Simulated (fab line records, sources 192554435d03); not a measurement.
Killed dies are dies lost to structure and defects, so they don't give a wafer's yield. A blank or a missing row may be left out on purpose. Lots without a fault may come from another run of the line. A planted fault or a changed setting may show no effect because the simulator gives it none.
fab line records | flow n5_finfet
record lots=7 wafers=18 last_day=17
route steps=1938 shown BEOL_M13@1693 PASSIVATION@1936
lots that met no fault: from a run of the same line without faults
start_h: hours from the record's first day to the start of the lot's first wafer shown | wait_h: hours since the lot's step before | " the same as in the row above | L1.1+2: a row that stands for several wafers | - no value, or no start given | * or withheld: withheld | < > ~ a bound
route shown NAME@n: a module of which the file shows steps, and the number in the route of the first | usual: mean/standard deviation of fault-free wafers | same: alike in all rows | chamber/n: place in a boat | sites: the reading at each site | _std_site: their standard deviation | _edge_site: outer sites' mean less inner sites' | radius_mm: how far each site lies from the wafer's centre | mask NAME#n: copy n | behind: the tool/chamber that last shaped the wafer | hold: why the lot was held/for how many hours/how that ended | device: the transistor (n, p or np) that didn't switch | end of line: the same wafers' tests at the end of the route | a step without rows: its recipe alone | killed: dies lost to structure and defects at the first sort, not the wafer's yield | map: a wafer's dies, x killed, . not, _ none there
set.NAME: the setting as run; set.NAME@STEP: as run at that earlier step | model.NAME: the simulator's own value behind a step, which no gauge read
lots at some steps of the route; a table a step, a row a wafer
services: from which hour (start_h, from the record's first day; less than 0 if before it) a tool's chamber was out of use, for how many hours, and why
## steps
# step N5_BEOL_M13_ETCH_67
# recipe chemistry=CF4 target=SiARC target_depth_a=1430 time_s=238.3 ion_energy_ev=80 pressure_mtorr=40 source_w=545 bias_w=36 Ar_flow_sccm=100 cf4_flow_sccm=100 ends=cleared
# usual drypump_motor_current_A=5.8/0.41 etch_rf_on_time_s=237/5.2 oes_product_au=0.68/0.059 rf_vpp_V=183.9/1.2 showerhead_plenum_p_Torr=2.12/0.075 throttle_valve_pct=15.67/0.24
# columns lot.wafer tool chamber start_h wait_h drypump_motor_current_A etch_rf_on_time_s oes_product_au rf_hours_counter_h rf_vpp_V showerhead_plenum_p_Torr throttle_valve_pct
L507.1 rie_diel-04 0 283.89 0.0 6.3 248 0.65 144 181.9 2.00 15.82
L507.5 " 0 " " 6.3 247 0.64 - 181.4 2.00 15.81
L507.6 " 3 " " 6.0 234 0.76 - 184.1 2.09 15.46
L514.2 rie_diel-03 1 323.29 0.0 5.8 227 0.76 42 184.3 2.18 15.45
L514.3 " 0 " " 5.4 236 0.60 225 183.9 2.13 16.14
L514.5 " 0 " " 5.4 236 0.60 - 182.6 2.13 16.13
L513.2 rie_diel-04 0 328.56 0.0 6.3 244 0.63 158 181.2 1.99 15.86
L513.4 " 3 " " 6.1 230 0.75 50 183.9 2.09 15.48
L513.6 " 2 " " 5.5 239 0.74 - 184.2 2.19 15.52
L512.1 rie_diel-03 1 329.26 0.0 5.8 230 0.75 44 184.4 2.18 15.47
L512.5 " 3 " " 6.3 240 0.65 - 185.7 2.24 15.76
L515.5 rie_diel-03 1 337.97 0.1 5.8 230 0.75 - 184.2 2.17 15.47
L515.6 " 2 " " 5.7 240 0.68 - 185.8 2.15 15.66
L518.5 rie_diel-03 2 344.11 0.1 5.7 239 0.68 - 183.8 2.15 15.67
L518.6 " 1 " " 5.8 230 0.75 - 184.2 2.17 15.47
L523.1 rie_diel-02 1 382.67 0.0 5.2 236 0.70 85 183.4 2.07 15.29
L523.3 " 0 " " 5.0 232 0.64 208 182.9 1.96 15.85
L523.6 " 0 " " 5.0 234 0.64 - 181.5 1.96 15.85
# step N5_BEOL_M13_ETCH_68
# recipe chemistry=N2/H2 target=SOC mask_material=SiARC source_w=3000 bias_w=350 temp_c=40 time_s=355 ion_energy_ev=200 pressure_mtorr=30 n2_flow_sccm=200 h2_flow_sccm=200
# usual drypump_motor_current_A=5.8/0.41 oes_product_au=0.79/0.07 rf_vpp_V=523.1/2.8 showerhead_plenum_p_Torr=2.52/0.096 temp_c=39.99/0.12 throttle_valve_pct=17.81/0.21
# columns lot.wafer tool chamber start_h wait_h drypump_motor_current_A oes_product_au rf_hours_counter_h rf_vpp_V showerhead_plenum_p_Torr temp_c throttle_valve_pct
L507.1 rie_diel-04 0 284.04 0.1 6.3 0.75 144 518.0 2.33 39.92 17.85
L507.5 " 0 " " 6.4 0.74 - 517.1 2.33 40.00 17.86
L507.6 " 3 " " 6.1 0.90 - 522.6 2.48 39.99 17.58
L514.2 rie_diel-03 1 323.44 0.1 5.8 0.86 42 524.9 2.60 40.05 17.76
L514.3 " 0 " " 5.4 0.69 225 523.7 2.51 39.91 18.28
L514.5 " 0 " " 5.4 0.69 - 523.0 2.51 39.72 18.27
L513.2 rie_diel-04 0 328.70 0.1 6.3 0.74 158 518.3 2.33 39.99 17.87
L513.4 " 3 " " 6.0 0.87 50 523.3 2.48 40.04 17.59
L513.6 " 2 " " 5.5 0.89 - 526.0 2.58 40.16 17.64
L512.1 rie_diel-03 1 329.41 0.1 5.8 0.87 45 524.8 2.60 39.96 17.75
L512.5 " 3 " " 6.3 0.78 - 526.9 2.65 40.06 17.78
L515.5 rie_diel-03 1 338.15 0.1 5.8 0.86 - 526.5 2.60 40.12 17.77
L515.6 " 2 " " 5.7 0.79 - 524.8 2.56 40.17 17.81
L518.5 rie_diel-03 2 344.29 0.1 5.7 0.79 - 522.5 2.56 40.22 17.80
L518.6 " 1 " " 5.8 0.86 - 525.5 2.60 40.17 17.77
L523.1 rie_diel-02 1 382.81 0.1 5.2 0.81 85 521.5 2.46 40.03 17.58
L523.3 " 0 " " 5.0 0.73 208 517.2 2.33 40.12 18.03
L523.6 " 0 " " 5.0 0.73 - 518.4 2.33 40.00 18.06
# step N5_BEOL_M13_STRIP_69
# recipe chemistry=N2/H2 temp_c=40 n2_flow_sccm=200 h2_flow_sccm=200 rf_frequency_hz=6e+07
# step N5_BEOL_M13_TRENCH_ETCH_34
# recipe chemistry=C4F8/O2/Ar target=SiOC target_depth_a=4134.7 mask_material=SOC pressure_mtorr=30 source_w=3000 bias_w=700 Ar_flow_sccm=400 C4F8_flow_sccm=15 O2_flow_sccm=8 he_inner_torr=15 he_outer_torr=30 time_s=162.6 ion_energy_ev=250
# usual drypump_motor_current_A=5.8/0.42 he_outer_torr=30.01/0.06 oes_product_au=0.79/0.069 rf_vpp_V=664/3.5 showerhead_plenum_p_Torr=3.39/0.12 throttle_valve_pct=24.28/0.22
# columns lot.wafer tool chamber start_h wait_h drypump_motor_current_A he_outer_torr oes_product_au rf_hours_counter_h rf_vpp_V showerhead_plenum_p_Torr throttle_valve_pct
L507.1 rie_diel-04 0 284.26 0.0 6.3 30.03 0.75 144 659 3.19 24.46
L507.5 " 0 " " 6.4 30.04 0.75 - 657 3.19 24.46
L507.6 " 3 " " 6.0 30.01 0.88 - 663 3.35 24.15
L514.2 rie_diel-03 1 323.66 0.0 5.8 30.09 0.87 42 667 3.49 24.19
L514.3 " 0 " " 5.4 30.04 0.70 225 664 3.39 24.69
L514.5 " 0 " " 5.4 30.05 0.71 - 664 3.39 24.71
L513.2 rie_diel-04 0 328.92 0.0 6.3 30.01 0.73 158 659 3.18 24.47
L513.4 " 3 " " 6.1 30.02 0.87 50 664 3.34 24.17
L513.6 " 2 " " 5.5 30.02 0.89 - 666 3.48 24.17
L512.1 rie_diel-03 1 329.63 0.0 5.8 29.97 0.87 45 667 3.49 24.20
L512.5 " 3 " " 6.3 30.04 0.77 - 669 3.58 24.42
L515.5 rie_diel-03 1 338.33 0.1 5.8 30.05 0.86 - 667 3.49 24.19
L515.6 " 2 " " 5.7 29.97 0.79 - 667 3.43 24.20
L518.5 rie_diel-03 2 344.47 0.1 5.7 29.97 0.79 - 666 3.42 24.21
L518.6 " 1 " " 5.8 30.00 0.86 - 667 3.48 24.20
L523.1 rie_diel-02 1 383.03 0.0 5.2 29.96 0.82 85 663 3.32 23.92
L523.3 " 0 " " 5.0 30.09 0.73 208 659 3.15 24.42
L523.6 " 0 " " 5.0 30.05 0.73 - 659 3.15 24.43
# step N5_BEOL_M13_STRIP_70
# recipe chemistry=C4F8/O2/Ar resist=SiARC rf_frequency_hz=6e+07
# step N5_BEOL_M13_OCD_MEAS_35
# usual trench_depth_nm=414/6.8
# columns lot.wafer tool chamber start_h wait_h trench_depth_nm
L507.1 ocd-02 - 284.43 0.0 397
L507.5 " - " " 402
L507.6 " - " " 418
L514.2 ocd-02 - 323.84 0.0 422
L514.3 " - " " 410
L514.5 " - " " 416
L513.2 ocd-02 - 329.10 0.0 402
L513.4 " - " " 420
L513.6 " - " " 419
L512.1 ocd-02 - 329.81 0.0 421
L512.5 " - " " 408
L515.5 ocd-01 - 338.44 0.0 420
L515.6 " - " " 414
L518.5 ocd-02 - 344.58 0.0 417
L518.6 " - " " 424
L523.1 ocd-02 - 383.21 0.0 420
L523.3 " - " " 414
L523.6 " - " " 413
# step N5_BEOL_M13_STRIP_37
# recipe chemistry=N2/H2 power_w=1000 temp_c=250 h2_frac=0.65 overash_fraction=0.3 pressure_mtorr=withheld n2_flow_sccm=1750 h2_flow_sccm=3250
# step N5_BEOL_M13_ETCH_38
# recipe chemistry=CF4/N2 target=SiCN target_depth_a=675 taper_deg=2 time_s=71.9 ion_energy_ev=150 mask_material=SiO2 pressure_mtorr=40 source_w=430 bias_w=70 Ar_flow_sccm=100 cf4_flow_sccm=60 n2_flow_sccm=60
# step N5_BEOL_M13_PRECLEAN_39
# recipe chemistry=residue_remover time_s=60 temp_c=40
# step N5_BEOL_M13_SRD_40
# recipe time_s=30 temp_c=23 rinse_liquid=diw dry=n2_spin spin_rpm=1500 dry_time_s=30
# step N5_BEOL_M13_DEGAS_41
# recipe ambient=vacuum temp_c=250 time_s=60
# step N5_BEOL_M13_PRE_CLEAN_42
# recipe gas=H2/He time_s=30 temp_c=250
# step N5_BEOL_M13_SPUTTER_43
# recipe material=TaN target_thk_a=150 temp_c=50 bias_v=168.6 power_w=15000 chamber_pressure_pa=0.12 time_s=24.19
# usual throttle_valve_pct=30.7/0.84
# columns lot.wafer tool chamber start_h wait_h throttle_valve_pct model.TaN_of_BEOL_M13_SPUTTER_43.thk_nm
L507.1 pvd_sputter-03 - 290.34 0.0 30.3 14.8
L507.5 " - " " 31.5 15.2
L507.6 " - " " 30.4 15.2
L514.2 pvd_sputter-02 - 327.76 0.0 32.5 14.8
L514.3 " - " " 30.5 15
L514.5 " - " " 32.4 15
L513.2 pvd_sputter-01 - 331.31 0.0 30.5 15.4
L513.4 " - " " 30.4 15.2
L513.6 " - " " 30.0 15.2
L512.1 pvd_sputter-02 - 333.31 0.0 30.6 15
L512.5 " - " " 29.7 26.4
L515.5 pvd_sputter-02 - 341.66 0.0 30.6 26
L515.6 " - " " 29.7 26.2
L518.5 pvd_sputter-02 - 346.13 0.0 30.7 25.8
L518.6 " - " " 29.7 26.2
L523.1 pvd_sputter-01 - 383.96 0.0 29.7 15
L523.3 " - " " 30.4 15.4
L523.6 " - " " 30.3 15.4
# step N5_BEOL_M13_SPUTTER_44
# recipe material=Ta target_thk_a=100 temp_c=50 bias_v=80 power_w=15000 chamber_pressure_pa=0.07 time_s=16.13
# usual throttle_valve_pct=30.7/0.86
# columns lot.wafer tool chamber start_h wait_h throttle_valve_pct
L507.1 pvd_sputter-03 - 290.42 0.0 30.2
L507.5 " - " " 31.8
L507.6 " - " " 30.6
L514.2 pvd_sputter-02 - 327.84 0.0 32.4
L514.3 " - " " 30.7
L514.5 " - " " 32.5
L513.2 pvd_sputter-01 - 331.39 0.0 30.4
L513.4 " - " " 30.4
L513.6 " - " " 29.6
L512.1 pvd_sputter-02 - 333.39 0.0 30.7
L512.5 " - " " 29.5
L515.5 pvd_sputter-02 - 341.74 0.0 30.7
L515.6 " - " " 29.7
L518.5 pvd_sputter-02 - 346.21 0.0 30.8
L518.6 " - " " 29.7
L523.1 pvd_sputter-01 - 384.04 0.0 29.8
L523.3 " - " " 30.2
L523.6 " - " " 30.3
# step N5_BEOL_M13_SPUTTER_45
# recipe material=Cu target_thk_a=800 temp_c=-20 bias_v=60 power_w=26000 chamber_pressure_pa=0.13 time_s=13.33
# usual throttle_valve_pct=30.7/0.86
# columns lot.wafer tool chamber start_h wait_h throttle_valve_pct
L507.1 pvd_sputter-03 - 290.50 0.0 30.7
L507.5 " - " " 31.6
L507.6 " - " " 30.5
L514.2 pvd_sputter-02 - 327.92 0.0 32.4
L514.3 " - " " 30.9
L514.5 " - " " 32.1
L513.2 pvd_sputter-01 - 331.47 0.0 30.1
L513.4 " - " " 30.3
L513.6 " - " " 29.7
L512.1 pvd_sputter-02 - 333.47 0.0 30.8
L512.5 " - " " 29.5
L515.5 pvd_sputter-02 - 341.82 0.0 30.5
L515.6 " - " " 29.4
L518.5 pvd_sputter-02 - 346.29 0.0 30.6
L518.6 " - " " 29.5
L523.1 pvd_sputter-01 - 384.12 0.0 29.7
L523.3 " - " " 30.2
L523.6 " - " " 30.6
# step N5_BEOL_M13_ECD_47
# recipe material=Cu target_thk_a=9360
# step N5_BEOL_M13_ANNEAL_48
# recipe temp_c=225 time_s=90 ambient=N2
# step N5_BEOL_M13_CMP_49
# recipe stop_on=SiOC t_overpolish_s=17.1 down_force_psi=1 platen_rpm=50 clearing_platen_down_force_psi=1.5 clearing_platen_rpm=50 post_cmp_clean=cu_alkaline target_thk_nm=420 clearing_platen_pad_velocity_m_s=0.99484 pad_velocity_m_s=0.99484
# usual barrier_field_endpoint_s=30.4/0.68 motor_current_A=5.9/0.49
# columns lot.wafer tool chamber start_h wait_h barrier_field_endpoint_s motor_current_A model.Cu_of_BEOL_M13_ECD_47.thk_nm
L507.1 cmp-04 2 291.11 0.3 28.9 5.2 401.4
L507.6 " 1 " " 30.9 6.4 424.8
L507.5 " 2 " " 29.6 5.6 407.6
L514.3 cmp-03 0 328.50 0.2 30.9 5.3 417
L514.2 " 1 " " 30.6 5.4 428.4
L514.5 " 0 " " 30.6 5.5 421.6
L513.4 cmp-03 1 332.05 0.1 30.8 5.2 427.8
L513.2 " 3 " " 30.8 6.1 409.4
L513.6 " 2 " " 29.7 5.3 423.6
L512.1 cmp-01 1 334.58 0.3 31.7 5.8 427.8
L512.5 " 0 " " 43.6 6.1 402.8
L515.6 cmp-04 3 342.50 0.2 44.4 5.7 411.6
L515.5 " 0 " " 44.1 5.6 416
L518.5 cmp-04 0 347.79 0.2 43.1 5.9 412.6
L518.6 " 1 " " 44.9 6.7 418.6
L523.1 cmp-01 3 384.86 0.3 31.8 5.7 428.2
L523.3 " 1 " " 31.0 6.2 421
L523.6 " 0 " " 30.7 5.5 419.2
# step N5_BEOL_M13_THK_MEAS_50
# recipe thk_meas_gauge=xrf reads=Cu_of_BEOL_M13_ECD_47
# usual M13_THK=424/7.4
# columns lot.wafer tool chamber start_h wait_h M13_THK[nm]
L507.1 film_metro-02 - 291.37 - 407
L507.5 " - " " 413
L507.6 " - " " 431
L514.2 film_metro-01 - 328.79 - 434
L514.3 " - " " 419
L514.5 " - " " 424
L513.2 film_metro-02 - 332.34 - 410
L513.4 " - " " 430
L513.6 " - " " 426
L512.1 film_metro-01 - 334.80 - 431
L512.5 " - " " 407
L515.5 film_metro-02 - 342.65 - 419
L515.6 " - " " 415
L518.5 film_metro-01 - 347.94 - 413
L518.6 " - " " 418
L523.1 film_metro-02 - 385.15 - 435
L523.3 " - " " 428
L523.6 " - " " 425
# step N5_PASSIVATION_PROBE_49
# usual defect_limited_yield=91.3/1.5 killed_at_M0_to_M3=31/11 killed_at_M4_up=14/5.1 killed_at_contacts=12/5.6 killed_at_front_end=42/12 killed_at_other=3.8/2.9 killed_dies=103/18 killed_on_rim=14/4.5 killed_open=67/14 killed_short=33/8 sort_bin_5_function=5.1/1 sort_bin_6_memory=3.2/0.75 sort_n_pass=1077/18 sort_yield_pct=91.3/1.5
# same gross_dies=1180 killed_at_back_side=0 sort_bin_4_leakage[%]=0 sort_bin_8_speed[%]=0
# columns lot.wafer tool chamber start_h wait_h defect_limited_yield[%] killed_at_M0_to_M3 killed_at_M4_up killed_at_contacts killed_at_front_end killed_at_other killed_dies killed_on_rim killed_open killed_short sort_bin_5_function[%] sort_bin_6_memory[%] sort_n_pass sort_yield_pct[%]
L507.1 prober-02 - 315.82 0.0 92.7 17 23 19 26 1 86 10 57 24 4.2 2.8 1094 92.7
L507.5 prober-02 - 316.02 0.2 91.9 23 4 15 52 2 96 3 71 25 5.3 2.5 1084 91.9
L507.6 prober-02 - 316.07 0.3 91.5 31 6 13 49 1 100 16 68 27 5.2 2.6 1080 91.5
L513.2 prober-01 - 364.69 0.1 91.4 25 13 12 48 3 101 19 66 33 5.8 2.7 1079 91.4
L513.4 prober-01 - 364.79 0.2 89.6 40 14 7 51 11 123 12 73 40 6.3 3.1 1057 89.6
L513.6 prober-01 - 364.89 0.3 92.9 19 15 4 41 5 84 17 50 25 4.6 1.8 1096 92.9
L515.6 prober-02 - 374.28 0.3 91.6 35 16 6 34 8 99 9 70 29 5.8 2.5 1081 91.6
L518.5 prober-02 - 384.42 0.2 90.3 42 10 9 50 3 114 16 65 37 5.2 3.4 1066 90.3
L518.6 prober-02 - 384.47 0.3 89.9 54 16 9 36 4 119 17 73 41 5.9 3.7 1061 89.9
# killed by level:class
L507.1 BEOL_M4:geometric_particle:open=17 MOL_CONTACT_COAG:geometric_particle:open=15 BEOL_M1:geometric_particle:open=7 STI_FIN_REVEAL:geometric_particle:open=6 MOL_CONTACT_COAG:geometric_particle:short=4 BEOL_M0_SAQP:geometric_particle:short=4 FIN_SAQP:geometric_particle:short=3 BEOL_M4:geometric_particle:short=3
L507.5 FIN_SAQP:geometric_particle:open=20 MOL_CONTACT_COAG:geometric_particle:open=13 STI_FIN_REVEAL:geometric_particle:open=9 BEOL_M1:geometric_particle:open=8 FIN_SAQP:geometric_particle:short=4 BEOL_M0_SAQP:geometric_particle:open=4 STARTING-WAFER:geometric_particle:open=4 DUMMY_GATE:geometric_particle:open=3
L507.6 STI_FIN_REVEAL:geometric_particle:open=15 BEOL_M0_SAQP:geometric_particle:open=12 MOL_CONTACT_COAG:geometric_particle:open=10 STI_FIN_REVEAL:geometric_particle:short=7 BEOL_M0_SAQP:geometric_particle:short=7 BEOL_M3:geometric_particle:open=7 FIN_SAQP:geometric_particle:short=4 FIN_SAQP:geometric_particle:open=4
L513.2 BEOL_M3:geometric_particle:open=15 STI_FIN_REVEAL:geometric_particle:open=12 MOL_CONTACT_COAG:geometric_particle:open=11 FIN_SAQP:geometric_particle:short=10 FIN_SAQP:geometric_particle:open=7 GATE_CUT:geometric_particle:short=5 BEOL_M0_SAQP:geometric_particle:short=4 BEOL_M4:geometric_particle:open=4
L513.4 BEOL_M3:geometric_particle:open=11 STI_FIN_REVEAL:geometric_particle:open=10 BEOL_M0_SAQP:geometric_particle:open=9 BEOL_M0_SAQP:geometric_particle:short=9 HKMG_FIN:area_etch=9 FIN_SAQP:geometric_particle:short=8 BEOL_M2:geometric_particle:open=7 FIN_SAQP:geometric_particle:open=5
L513.6 BEOL_M3:geometric_particle:open=10 HKMG_FIN:area_etch=9 FIN_SAQP:geometric_particle:short=8 BEOL_M4:geometric_particle:open=8 FIN_SAQP:geometric_particle:open=4 STI_FIN_REVEAL:geometric_particle:open=4 MOL_CONTACT_COAG:geometric_particle:open=4 STARTING-WAFER:geometric_particle:short=4
L515.6 BEOL_M0_SAQP:geometric_particle:short=11 STI_FIN_REVEAL:geometric_particle:open=10 FIN_SAQP:geometric_particle:open=8 DUMMY_GATE:geometric_particle:open=6 MOL_CONTACT_COAG:geometric_particle:open=6 BEOL_M0_SAQP:geometric_particle:open=6 BEOL_M1:geometric_particle:open=6 BEOL_M2:geometric_particle:open=5
L518.5 HKMG_FIN:area_etch=10 FIN_SAQP:geometric_particle:short=8 STI_FIN_REVEAL:geometric_particle:open=8 BEOL_M0_SAQP:geometric_particle:short=8 BEOL_M1:geometric_particle:open=7 MOL_CONTACT_COAG:geometric_particle:open=7 BEOL_M3:geometric_particle:open=6 FIN_SAQP:geometric_particle:open=5
L518.6 BEOL_M0_SAQP:geometric_particle:short=17 BEOL_M0_SAQP:geometric_particle:open=14 BEOL_M1:geometric_particle:open=8 STI_FIN_REVEAL:geometric_particle:open=8 MOL_CONTACT_COAG:geometric_particle:open=7 DUMMY_GATE:geometric_particle:open=5 FIN_SAQP:geometric_particle:open=4 BEOL_M1:geometric_particle:short=4
## services
# columns tool chamber start_h hours kind
rie_diel-02 2 266.34 - clean
rie_diel-02 2 266.34 - consumable_replace:focus_ring
rie_diel-02 2 266.34 18.4 scheduled_down
rie_diel-02 2 266.34 18.4 vent_cycle
cmp-04 - 277.14 9.5 pm
rie_diel-04 2 277.56 5.6 repair
cmp-01 - 290.15 2.1 repair
cmp-04 - 293.90 0.8 repair
cmp-01 - 302.33 2.1 repair
rie_diel-03 3 325.77 3.3 repair
cmp-04 - 326.72 2.6 repair
cmp-01 - 326.75 4.6 pm
cmp-03 - 338.55 9.7 repair
cmp-04 - 351.12 0.3 repair
cmp-03 - 362.24 1.0 repair
## key
first_sign step=N5_BEOL_M13_CMP_49 reading=barrier_field_endpoint_s direction=up sigmas=20 usual=30.4 struck=44.0
effect none on later readings
model_effect step=N5_BEOL_M13_SPUTTER_43 value=TaN_of_BEOL_M13_SPUTTER_43.thk_nm without=15.08 struck=26.12
model_effect step=N5_BEOL_M13_CMP_49 value=Cu_of_BEOL_M13_ECD_47.thk_nm without=423.4 struck=412.3
met_at N5_BEOL_M13_SPUTTER_43
struck_wafers L512.5,L515.5,L515.6,L518.5,L518.6
baseline_loss step=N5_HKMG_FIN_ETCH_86 wafers=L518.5
onset_between 327.76 333.31
fault kind=process_parameter_drift tool=pvd_sputter-02 chamber=- onset_h=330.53 steps=N5_BEOL_M13_SPUTTER_43 channel=time_s offset=* shape=step end_h=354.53 scope=struck_wafers_only acts_in=* stated=*
# baseline_loss: these wafers lose ten dies or more at that step, a loss of the line's own and not of a fault; the sort's usual values leave them out
